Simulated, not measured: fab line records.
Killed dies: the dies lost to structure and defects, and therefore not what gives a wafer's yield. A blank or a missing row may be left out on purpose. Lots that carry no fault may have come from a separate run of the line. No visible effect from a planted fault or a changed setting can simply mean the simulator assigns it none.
The same fault as seen by 2 desks    flow n5_finfet    numbers are kept per desk, each desk with only its own; the story behind them comes last

== METROLOGY DESK ==
Lot by lot, what the gauges showed, no matter which tool ran the lot: averages of those sampled wafers that carry a number. A lot is out of limits, marked OUT, if its mean lies more than 4 standard deviations from the usual mean; the brackets give that distance.
Columns: A = cd_nm at N5_DUMMY_GATE_CD_MEAS_15, usual 24.98 nm; B = cd_nm at N5_DUMMY_GATE_CD_MEAS_50, usual 14.0 nm; C = cd_nm at N5_DUMMY_GATE_CD_MEAS_24, usual 15.1 nm
lot   first seen here  A      B     C
L355  day 3 11:31      25.28  14.3  15.3
L356  day 3 20:50      24.89  14.0  15.3
L358  day 4 04:38      25.12  14.1  14.8
L359  day 4 11:47      25.02  14.0  15.1
L360  day 4 16:22      25.15  14.4  15.4
L362  day 5 04:54      24.96  14.3  14.9
L373  day 8 05:10      25.00  14.1  15.1
L374  day 8 07:54      25.28  13.9  15.1
L375  day 8 12:56      24.97  14.0  14.7
Result from this desk: across the 9 lots, nothing is out of limits.

== FOR THE TOOL OWNER'S DESK: rie_diel-05 ==
The tool's own readings at N5_DUMMY_GATE_ETCH_37 (etches SOC in N2/H2, target depth 60 nm, overetch 30 nm): means of the sampled wafers that have a number, for each lot that ran on this tool. A lot is out of limits, marked OUT, if its mean lies more than 4 standard deviations from the usual mean; the brackets give that distance.
Columns: A = bias_w at N5_DUMMY_GATE_ETCH_37, usual 150.0 W; B = drypump_motor_current_A at N5_DUMMY_GATE_ETCH_37, usual 5.7 A; C = oes_product_au at N5_DUMMY_GATE_ETCH_37, usual 0.63 a.u.; D = rf_vpp_V at N5_DUMMY_GATE_ETCH_37, usual 524.4 V; E = showerhead_plenum_p_Torr at N5_DUMMY_GATE_ETCH_37, usual 2.56 Torr; F = throttle_valve_pct at N5_DUMMY_GATE_ETCH_37, usual 17.8 %
lot   first seen here  A      B    C     D      E     F
L355  day 3 12:02      149.8  5.6  0.67  525.1  2.56  17.7
L356  day 3 21:06      149.8  5.4  0.64  523.9  2.55  17.8
L359  day 4 12:09      150.1  5.4  0.64  524.1  2.55  17.8
L360  day 4 16:38      149.8  5.4  0.61  523.8  2.55  17.8
L362  day 5 05:11      149.7  5.4  0.61  524.2  2.55  17.8
L374  day 8 08:19      149.9  5.4  0.62  524.3  2.54  17.8
L375  day 8 13:19      150.5  5.4  0.62  524.3  2.54  17.8
Result from this desk: across the 7 lots, nothing is out of limits.

== ALL TOGETHER ==
At the metrology desk, nothing out of limits was observed.
The desk of the tool owner found nothing out of limits.

== WHAT THE SIMULATOR PUT IN ==
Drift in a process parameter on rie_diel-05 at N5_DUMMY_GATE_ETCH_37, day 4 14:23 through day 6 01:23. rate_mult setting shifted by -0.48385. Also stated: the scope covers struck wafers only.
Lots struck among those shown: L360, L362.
